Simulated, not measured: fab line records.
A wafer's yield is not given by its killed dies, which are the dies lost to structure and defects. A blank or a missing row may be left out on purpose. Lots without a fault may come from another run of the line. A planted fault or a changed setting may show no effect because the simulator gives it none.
fab line records + flow n5-finfet + part 2 of 2: steps 4 to 6 of 6
record
- lots=22
- wafers=66
- last-day=17
route steps=1938 shown BEOL_M6@1210 BEOL_M7@1265
lots that met no fault: taken from a fault-free run of the same line
start-h: hours from the record's opening day to when the first of the lot's shown wafers began + wait-h: hours since the lot's step before + " repeats the value in the row above + L1.1+2: a row that stands for several wafers + - no value present, or no start provided + * or withheld: withheld + < > ~ a bound
route shown NAME@n: NAME is a module with steps in the file, n the number in the route of the first one + usual: mean/standard deviation of fault-free wafers + same: alike in all rows + chamber/n: place in a boat + sites: each site's reading + _std_site: the values' standard deviation + _edge_site: the outer-site mean with the inner-site mean subtracted + radius-mm: for every site, how far away it sits from the centre of the wafer + mask NAME#n: copy n + behind: the last tool/chamber to shape the wafer + hold: why the lot went on hold/how many hours it stayed there/how the hold came to an end + device: names the non-switching transistor (n, p or np) + end of line: tests run on the same wafers once the route is complete + step lacking rows: just its recipe + killed: count of dies lost to structure and defects at first sort (not the wafer's yield) + map: shows each die of a wafer: x if killed, . if not, _ if none is there
set.NAME: the setting that was run; set.NAME@STEP: the one run at that earlier step + model.NAME: the simulator's own value behind a step, which no gauge read
route steps across a sampled set of lots; one table per step, one row per wafer
services: the hour from which a tool's chamber was out of use, counted from the record's first day as start-h (under 0 if before that day), plus the number of hours and why
## steps
# step N5_BEOL_M6_TRENCH_ETCH_37
# recipe
- chemistry=C4F6/O2
- target-depth-a=944.35
- target=SiCOH_lowk
- time-s=31.5
- ion-energy-ev=250
- pressure-mtorr=30
- source-w=345
- bias-w=185
- Ar_flow_sccm=300
- C4F6_flow_sccm=10
- O2_flow_sccm=10
# usual
- O2_flow_sccm=10.00/0.031
- drypump-motor-current-A=5.5/0.44
- oes_f_703_au=0.81/0.074
- oes-product-au=0.81/0.081
- rf-vpp-V=667/8.2
- showerhead-plenum-p-Torr=2.85/0.084
- throttle-valve-pct=21.04/0.26
| lot.wafer | tool        | chamber | start-h | wait-h | O2_flow_sccm | drypump-motor-current-A | oes_f_703_au | oes-product-au | rf-hours-counter-h | rf-vpp-V | showerhead-plenum-p-Torr | throttle-valve-pct |
|-----------|-------------|---------|---------|--------|--------------|-------------------------|--------------|----------------|--------------------|----------|--------------------------|--------------------|
| L075.1    | rie-diel-01 | 1       | -       | -      | 10.01        | 6.1                     | 0.78         | 0.78           | 122                | 658      | 2.75                     | 21.19              |
| L075.2    | "           | 2       | "       | "      | 9.95         | 5.6                     | 0.91         | 0.91           | 31                 | 679      | 3.01                     | 20.45              |
| L075.4    | "           | 3       | "       | "      | 9.99         | 6.2                     | 0.82         | 0.82           | 102                | 673      | 2.98                     | 21.30              |
| L076.4    | rie-diel-04 | 2       | -       | -      | 9.98         | 5.6                     | 0.90         | 0.90           | 25                 | 662      | 2.89                     | 21.08              |
| L076.5    | "           | 3       | "       | "      | 10.04        | 5.4                     | 0.83         | 0.80           | -                  | 656      | 2.87                     | 21.03              |
| L076.6    | "           | 2       | "       | "      | 9.99         | 5.6                     | 0.89         | 0.89           | -                  | 662      | 2.89                     | 21.10              |
| L077.1    | rie-diel-02 | 1       | -       | -      | 9.97         | 5.4                     | 0.89         | 0.88           | 23                 | 671      | 2.79                     | 20.71              |
| L077.2    | "           | 3       | "       | "      | 10.04        | 4.9                     | 0.74         | 0.74           | 169                | 675      | 2.85                     | 20.98              |
| L077.6    | "           | 1       | "       | "      | 9.94         | 5.3                     | 0.90         | 0.90           | -                  | 673      | 2.79                     | 20.71              |
| L078.1    | rie-diel-02 | 0       | -       | -      | 9.98         | 5.6                     | 0.74         | 0.74           | 184                | 658      | 2.84                     | 21.26              |
| L078.4    | "           | 2       | "       | "      | 10.02        | 5.0                     | 0.72         | 0.71           | 188                | 657      | 2.72                     | 21.32              |
| L078.6    | "           | 0       | "       | "      | 9.93         | 5.6                     | 0.75         | 0.74           | -                  | 658      | 2.84                     | 21.26              |
| L079.4    | rie-diel-01 | 0       | -       | -      | 9.93         | 6.0                     | 0.94         | 0.94           | 22                 | 667      | 2.91                     | 20.75              |
| L079.5    | "           | 0       | "       | "      | 10.00        | 6.0                     | 0.94         | 0.95           | -                  | 667      | 2.91                     | 20.75              |
| L079.6    | "           | 1       | "       | "      | 10.00        | 6.0                     | 0.77         | 0.76           | -                  | 659      | 2.74                     | 21.20              |
| L080.1    | rie-diel-01 | 0       | -       | -      | 10.00        | 5.9                     | 0.94         | 0.94           | 24                 | 668      | 2.91                     | 20.75              |
| L080.3    | "           | 3       | "       | "      | 10.00        | 6.2                     | 0.81         | 0.81           | 112                | 672      | 2.97                     | 21.32              |
| L080.4    | "           | 2       | "       | "      | 9.96         | 5.6                     | 0.89         | 0.89           | 42                 | 681      | 3.00                     | 20.48              |
| L082.2    | rie-diel-01 | 3       | -       | -      | 10.01        | 6.2                     | 0.82         | 0.79           | 116                | 673      | 2.97                     | 21.32              |
| L082.3    | "           | 1       | "       | "      | 10.01        | 6.1                     | 0.77         | 0.76           | 135                | 659      | 2.74                     | 21.22              |
| L082.6    | "           | 3       | "       | "      | 9.91         | 6.2                     | 0.81         | 0.80           | -                  | 672      | 2.97                     | 21.33              |
| L081.2    | rie-diel-02 | 2       | -       | -      | 9.94         | 5.0                     | 0.71         | 0.70           | 197                | 656      | 2.72                     | 21.34              |
| L081.4    | "           | 1       | "       | "      | 10.00        | 5.4                     | 0.87         | 0.88           | 33                 | 673      | 2.78                     | 20.71              |
| L081.6    | "           | 2       | "       | "      | 9.96         | 5.0                     | 0.71         | 0.70           | -                  | 656      | 2.72                     | 21.34              |
| L083.1    | rie-diel-01 | 0       | -       | -      | 10.01        | 5.9                     | 0.93         | 0.93           | 29                 | 668      | 2.90                     | 20.78              |
| L083.2    | "           | 3       | "       | "      | 10.02        | 6.2                     | 0.81         | 0.79           | 117                | 674      | 2.97                     | 21.32              |
| L083.6    | "           | 3       | "       | "      | 9.99         | 6.2                     | 0.81         | 0.80           | -                  | 672      | 2.97                     | 21.32              |
| L084.1    | rie-diel-04 | 2       | -       | -      | 9.98         | 5.7                     | 0.87         | 0.88           | 39                 | 660      | 2.88                     | 21.11              |
| L084.2    | "           | 0       | "       | "      | 10.00        | 5.5                     | 0.87         | 0.88           | 53                 | 676      | 2.89                     | 21.10              |
| L084.4    | "           | 0       | "       | "      | 9.99         | 5.5                     | 0.85         | 0.88           | -                  | 676      | 2.89                     | 21.10              |
| L086.1    | rie-diel-01 | 3       | -       | -      | 9.99         | 6.2                     | 0.80         | 0.79           | 126                | 673      | 2.97                     | 21.32              |
| L086.3    | "           | 0       | "       | "      | 10.02        | 5.9                     | 0.91         | 0.92           | 39                 | 668      | 2.90                     | 20.78              |
| L086.4    | "           | 2       | "       | "      | 10.01        | 5.6                     | 0.87         | 0.87           | 56                 | 680      | 3.00                     | 20.48              |
| L088.1    | rie-diel-02 | 2       | -       | -      | 9.99         | 5.0                     | 0.70         | 0.70           | 206                | 656      | 2.72                     | 21.33              |
| L088.2    | "           | 0       | "       | "      | 10.00        | 5.6                     | 0.73         | 0.73           | 203                | 658      | 2.83                     | 21.29              |
| L088.3    | "           | 3       | "       | "      | 10.02        | 4.9                     | 0.72         | 0.72           | 188                | 675      | 2.84                     | 20.99              |
| L087.3    | rie-diel-02 | 1       | -       | -      | 9.98         | 5.4                     | 0.87         | 0.87           | 42                 | 673      | 2.78                     | 20.75              |
| L087.5    | "           | 3       | "       | "      | 9.97         | 4.9                     | 0.72         | 0.72           | -                  | 677      | 2.84                     | 21.02              |
| L087.6    | "           | 2       | "       | "      | 10.04        | 5.0                     | 0.70         | 0.70           | -                  | 655      | 2.72                     | 21.34              |
| L089.1    | rie-diel-04 | 1       | -       | -      | 9.99         | 4.8                     | 0.92         | 0.94           | 9                  | 666      | 2.80                     | 20.81              |
| L089.4    | "           | 2       | "       | "      | 9.98         | 5.7                     | 0.84         | 0.84           | 57                 | 659      | 2.87                     | 21.13              |
| L089.6    | "           | 2       | "       | "      | 9.95         | 5.7                     | 0.85         | 0.85           | -                  | 659      | 2.87                     | 21.13              |
| L090.1    | rie-diel-02 | 1       | -       | -      | 10.00        | 5.4                     | 0.85         | 0.84           | 51                 | 673      | 2.78                     | 20.75              |
| L090.2    | "           | 0       | "       | "      | 9.99         | 5.6                     | 0.72         | 0.71           | 211                | 659      | 2.82                     | 21.31              |
| L090.5    | "           | 0       | "       | "      | 10.03        | 5.6                     | 0.73         | 0.72           | -                  | 658      | 2.82                     | 21.28              |
| L091.3    | rie-diel-04 | 2       | -       | -      | 10.01        | 5.7                     | 0.84         | 0.85           | 60                 | 661      | 2.87                     | 21.15              |
| L091.4    | "           | 0       | "       | "      | 10.02        | 5.5                     | 0.83         | 0.86           | 76                 | 677      | 2.88                     | 21.14              |
| L091.6    | "           | 1       | "       | "      | 10.01        | 4.8                     | 0.92         | 0.94           | -                  | 667      | 2.80                     | 20.82              |
| L092.1    | rie-diel-01 | 3       | -       | -      | 10.09        | 6.2                     | 0.79         | 0.78           | 138                | 672      | 2.96                     | 21.35              |
| L092.3    | "           | 0       | "       | "      | 10.05        | 5.9                     | 0.88         | 0.89           | 55                 | 666      | 2.89                     | 20.80              |
| L092.6    | "           | 0       | "       | "      | 10.01        | 5.9                     | 0.89         | 0.89           | -                  | 667      | 2.89                     | 20.81              |
| L093.1    | rie-diel-02 | 1       | -       | -      | 10.01        | 5.4                     | 0.84         | 0.84           | 53                 | 671      | 2.77                     | 20.73              |
| L093.4    | "           | 3       | "       | "      | 10.00        | 4.9                     | 0.71         | 0.71           | 199                | 675      | 2.83                     | 21.02              |
| L093.6    | "           | 0       | "       | "      | 10.01        | 5.6                     | 0.72         | 0.71           | -                  | 659      | 2.82                     | 21.31              |
| L094.1    | rie-diel-04 | 3       | -       | -      | 10.02        | 5.4                     | 0.78         | 0.77           | 135                | 657      | 2.85                     | 21.10              |
| L094.2    | "           | 1       | "       | "      | 10.01        | 4.8                     | 0.91         | 0.92           | 17                 | 667      | 2.79                     | 20.83              |
| L094.3    | "           | 2       | "       | "      | 9.97         | 5.6                     | 0.84         | 0.83           | 66                 | 660      | 2.87                     | 21.15              |
| L095.2    | rie-diel-04 | 2       | -       | -      | 10.08        | 5.7                     | 0.83         | 0.84           | 66                 | 660      | 2.87                     | 21.15              |
| L095.3    | "           | 1       | "       | "      | 10.00        | 4.7                     | 0.90         | 0.92           | 17                 | 666      | 2.79                     | 20.83              |
| L095.6    | "           | 1       | "       | "      | 9.97         | 4.7                     | 0.90         | 0.91           | -                  | 665      | 2.79                     | 20.82              |
| L097.3    | rie-diel-02 | 0       | -       | -      | 9.97         | 5.6                     | 0.72         | 0.71           | 223                | 657      | 2.82                     | 21.33              |
| L097.4    | "           | 3       | "       | "      | 10.00        | 4.9                     | 0.70         | 0.70           | 209                | 673      | 2.83                     | 21.05              |
| L097.6    | "           | 3       | "       | "      | 10.01        | 4.9                     | 0.71         | 0.70           | -                  | 675      | 2.83                     | 21.04              |
| L096.1    | rie-diel-01 | 3       | -       | -      | 10.00        | 6.3                     | 0.78         | 0.77           | 152                | 672      | 2.95                     | 21.38              |
| L096.3    | "           | 1       | "       | "      | 9.99         | 6.1                     | 0.73         | 0.72           | 175                | 657      | 2.72                     | 21.27              |
| L096.5    | "           | 3       | "       | "      | 10.00        | 6.2                     | 0.78         | 0.77           | -                  | 671      | 2.95                     | 21.38              |
# step N5_BEOL_M7_THK_MEAS_01
# recipe
- reads=SiCOH_lowk_of_BEOL_M7_ILD_DEP_00
# usual
- M7_ILD_THK=155.4/1.9
| lot.wafer | tool          | chamber | start-h | wait-h | M7_ILD_THK[nm] |
|-----------|---------------|---------|---------|--------|----------------|
| L075.1    | film-metro-01 | -       | 197.46  | 0.4    | 153.7          |
| L075.2    | "             | -       | "       | "      | 154.2          |
| L075.4    | "             | -       | "       | "      | 155.8          |
| L076.4    | film-metro-02 | -       | 201.72  | 0.2    | 157.1          |
| L076.5    | "             | -       | "       | "      | 156.3          |
| L076.6    | "             | -       | "       | "      | 155.2          |
| L077.1    | film-metro-01 | -       | 209.20  | 0.4    | 154.4          |
| L077.2    | "             | -       | "       | "      | 153.7          |
| L077.6    | "             | -       | "       | "      | 155.6          |
| L078.1    | film-metro-02 | -       | 211.00  | 0.4    | 155.0          |
| L078.4    | "             | -       | "       | "      | 157.2          |
| L078.6    | "             | -       | "       | "      | 157.5          |
| L079.4    | film-metro-01 | -       | 216.98  | 0.2    | 155.5          |
| L079.5    | "             | -       | "       | "      | 154.9          |
| L079.6    | "             | -       | "       | "      | 155.7          |
| L080.1    | film-metro-01 | -       | 223.62  | 0.4    | 155.4          |
| L080.3    | "             | -       | "       | "      | 157.5          |
| L080.4    | "             | -       | "       | "      | 157.0          |
| L082.2    | film-metro-01 | -       | 233.32  | 0.4    | 153.6          |
| L082.3    | "             | -       | "       | "      | 153.5          |
| L082.6    | "             | -       | "       | "      | 156.2          |
| L081.2    | film-metro-02 | -       | 235.50  | 0.4    | 153.7          |
| L081.4    | "             | -       | "       | "      | 159.4          |
| L081.6    | "             | -       | "       | "      | 157.4          |
| L083.1    | film-metro-02 | -       | 236.62  | 0.4    | 155.6          |
| L083.2    | "             | -       | "       | "      | 157.3          |
| L083.6    | "             | -       | "       | "      | 157.6          |
| L084.1    | film-metro-01 | -       | 238.60  | 0.4    | 152.0          |
| L084.2    | "             | -       | "       | "      | 153.4          |
| L084.4    | "             | -       | "       | "      | 155.5          |
| L086.1    | film-metro-01 | -       | 261.20  | 0.4    | 152.1          |
| L086.3    | "             | -       | "       | "      | 152.1          |
| L086.4    | "             | -       | "       | "      | 156.0          |
| L088.1    | film-metro-02 | -       | 264.08  | 0.4    | 154.4          |
| L088.2    | "             | -       | "       | "      | 153.9          |
| L088.3    | "             | -       | "       | "      | 152.0          |
| L087.3    | film-metro-02 | -       | 265.05  | 0.3    | 155.2          |
| L087.5    | "             | -       | "       | "      | 158.1          |
| L087.6    | "             | -       | "       | "      | 156.5          |
| L089.1    | film-metro-02 | -       | 285.13  | 0.4    | 153.6          |
| L089.4    | "             | -       | "       | "      | 156.4          |
| L089.6    | "             | -       | "       | "      | 156.1          |
| L090.1    | film-metro-02 | -       | 293.91  | 0.4    | 153.8          |
| L090.2    | "             | -       | "       | "      | 155.8          |
| L090.5    | "             | -       | "       | "      | 156.5          |
| L091.3    | film-metro-01 | -       | 294.40  | 0.3    | 152.1          |
| L091.4    | "             | -       | "       | "      | 155.9          |
| L091.6    | "             | -       | "       | "      | 155.1          |
| L092.1    | film-metro-01 | -       | 297.18  | 0.4    | 156.0          |
| L092.3    | "             | -       | "       | "      | 156.1          |
| L092.6    | "             | -       | "       | "      | 158.3          |
| L093.1    | film-metro-02 | -       | 298.14  | 0.4    | 153.8          |
| L093.4    | "             | -       | "       | "      | 155.5          |
| L093.6    | "             | -       | "       | "      | 155.4          |
| L094.1    | film-metro-02 | -       | 310.11  | 0.4    | 157.1          |
| L094.2    | "             | -       | "       | "      | 155.4          |
| L094.3    | "             | -       | "       | "      | 157.0          |
| L095.2    | film-metro-02 | -       | 310.83  | 0.4    | 152.1          |
| L095.3    | "             | -       | "       | "      | 151.0          |
| L095.6    | "             | -       | "       | "      | 153.9          |
| L097.3    | film-metro-02 | -       | 325.59  | 0.5    | 155.5          |
| L097.4    | "             | -       | "       | "      | 157.7          |
| L097.6    | "             | -       | "       | "      | 157.8          |
| L096.1    | film-metro-01 | -       | 328.92  | 0.8    | 153.1          |
| L096.3    | "             | -       | "       | "      | 151.8          |
| L096.5    | "             | -       | "       | "      | 153.6          |
# step N5_BEOL_M7_HM_DEP_02
# recipe
- material=TiN
- target-thk-a=200
- temp-c=25
- chamber-pressure-pa=0.49996
# usual
- throttle-valve-pct=29.5/0.81
| lot.wafer | tool           | chamber | start-h | wait-h | throttle-valve-pct |
|-----------|----------------|---------|---------|--------|--------------------|
| L075.1    | pvd-sputter-03 | -       | 200.70  | 3.2    | 29.1               |
| L075.2    | "              | -       | "       | "      | 30.3               |
| L075.4    | "              | -       | "       | "      | 29.0               |
| L076.4    | pvd-sputter-03 | -       | 201.94  | 0.2    | 29.2               |
| L076.5    | "              | -       | "       | "      | 29.5               |
| L076.6    | "              | -       | "       | "      | 29.1               |
| L077.1    | pvd-sputter-01 | -       | 209.99  | 0.7    | 28.8               |
| L077.2    | "              | -       | "       | "      | 28.2               |
| L077.6    | "              | -       | "       | "      | 28.2               |
| L078.1    | pvd-sputter-03 | -       | 212.63  | 1.6    | 28.7               |
| L078.4    | "              | -       | "       | "      | 29.4               |
| L078.6    | "              | -       | "       | "      | 29.5               |
| L079.4    | pvd-sputter-03 | -       | 218.94  | 1.9    | 29.1               |
| L079.5    | "              | -       | "       | "      | 29.4               |
| L079.6    | "              | -       | "       | "      | 29.4               |
| L080.1    | pvd-sputter-02 | -       | 224.75  | 1.1    | 29.1               |
| L080.3    | "              | -       | "       | "      | 29.4               |
| L080.4    | "              | -       | "       | "      | 29.7               |
| L082.2    | pvd-sputter-01 | -       | 234.35  | 1.0    | 27.9               |
| L082.3    | "              | -       | "       | "      | 31.6               |
| L082.6    | "              | -       | "       | "      | 29.3               |
| L081.2    | pvd-sputter-01 | -       | 236.27  | 0.7    | 31.5               |
| L081.4    | "              | -       | "       | "      | 28.8               |
| L081.6    | "              | -       | "       | "      | 29.5               |
| L083.1    | pvd-sputter-03 | -       | 236.85  | 0.2    | 30.3               |
| L083.2    | "              | -       | "       | "      | 29.4               |
| L083.6    | "              | -       | "       | "      | 29.1               |
| L084.1    | pvd-sputter-02 | -       | 239.61  | 1.0    | 29.0               |
| L084.2    | "              | -       | "       | "      | 29.9               |
| L084.4    | "              | -       | "       | "      | 29.9               |
| L086.1    | pvd-sputter-02 | -       | 262.87  | 1.6    | 29.5               |
| L086.3    | "              | -       | "       | "      | 29.1               |
| L086.4    | "              | -       | "       | "      | 29.9               |
| L088.1    | pvd-sputter-02 | -       | 264.17  | 0.0    | 29.7               |
| L088.2    | "              | -       | "       | "      | 28.9               |
| L088.3    | "              | -       | "       | "      | 29.4               |
| L087.3    | pvd-sputter-02 | -       | 266.51  | 1.4    | 29.0               |
| L087.5    | "              | -       | "       | "      | 28.9               |
| L087.6    | "              | -       | "       | "      | 29.5               |
| L089.1    | pvd-sputter-03 | -       | 287.58  | 2.4    | 28.9               |
| L089.4    | "              | -       | "       | "      | 29.3               |
| L089.6    | "              | -       | "       | "      | 29.1               |
| L090.1    | pvd-sputter-01 | -       | 294.00  | 0.0    | 28.0               |
| L090.2    | "              | -       | "       | "      | 29.3               |
| L090.5    | "              | -       | "       | "      | 28.2               |
| L091.3    | pvd-sputter-01 | -       | 294.72  | 0.3    | 29.5               |
| L091.4    | "              | -       | "       | "      | 28.1               |
| L091.6    | "              | -       | "       | "      | 31.6               |
| L092.1    | pvd-sputter-03 | -       | 298.63  | 1.4    | 29.2               |
| L092.3    | "              | -       | "       | "      | 30.0               |
| L092.6    | "              | -       | "       | "      | 30.3               |
| L093.1    | pvd-sputter-02 | -       | 299.27  | 1.1    | 29.6               |
| L093.4    | "              | -       | "       | "      | 28.9               |
| L093.6    | "              | -       | "       | "      | 29.9               |
| L094.1    | pvd-sputter-01 | -       | 311.74  | 1.6    | 28.9               |
| L094.2    | "              | -       | "       | "      | 29.1               |
| L094.3    | "              | -       | "       | "      | 31.6               |
| L095.2    | pvd-sputter-01 | -       | 311.94  | 1.1    | 28.6               |
| L095.3    | "              | -       | "       | "      | 27.9               |
| L095.6    | "              | -       | "       | "      | 28.1               |
| L097.3    | pvd-sputter-03 | -       | 326.44  | 0.8    | 29.2               |
| L097.4    | "              | -       | "       | "      | 29.6               |
| L097.6    | "              | -       | "       | "      | 29.5               |
| L096.1    | pvd-sputter-03 | -       | 329.67  | 0.7    | 29.6               |
| L096.3    | "              | -       | "       | "      | 30.5               |
| L096.5    | "              | -       | "       | "      | 29.3               |
## services
| tool        | chamber | start-h | hours | kind                          |
|-------------|---------|---------|-------|-------------------------------|
| rie-diel-02 | 0       | 180.49  | 4.4   | repair                        |
| rie-diel-02 | -       | 220.78  | 2.3   | repair                        |
| rie-diel-04 | 1       | 229.53  | -     | clean                         |
| rie-diel-04 | 1       | 229.53  | -     | consumable-replace:focus-ring |
| rie-diel-04 | 1       | 229.53  | 26.2  | scheduled-down                |
| rie-diel-04 | 1       | 229.53  | 26.2  | vent-cycle                    |
| rie-diel-01 | 3       | 270.15  | 5.9   | repair                        |
| rie-diel-01 | 2       | 285.76  | 10.5  | repair                        |
| rie-diel-01 | 0       | 307.46  | 4.7   | repair                        |
| rie-diel-01 | 0       | 314.89  | 13.9  | repair                        |
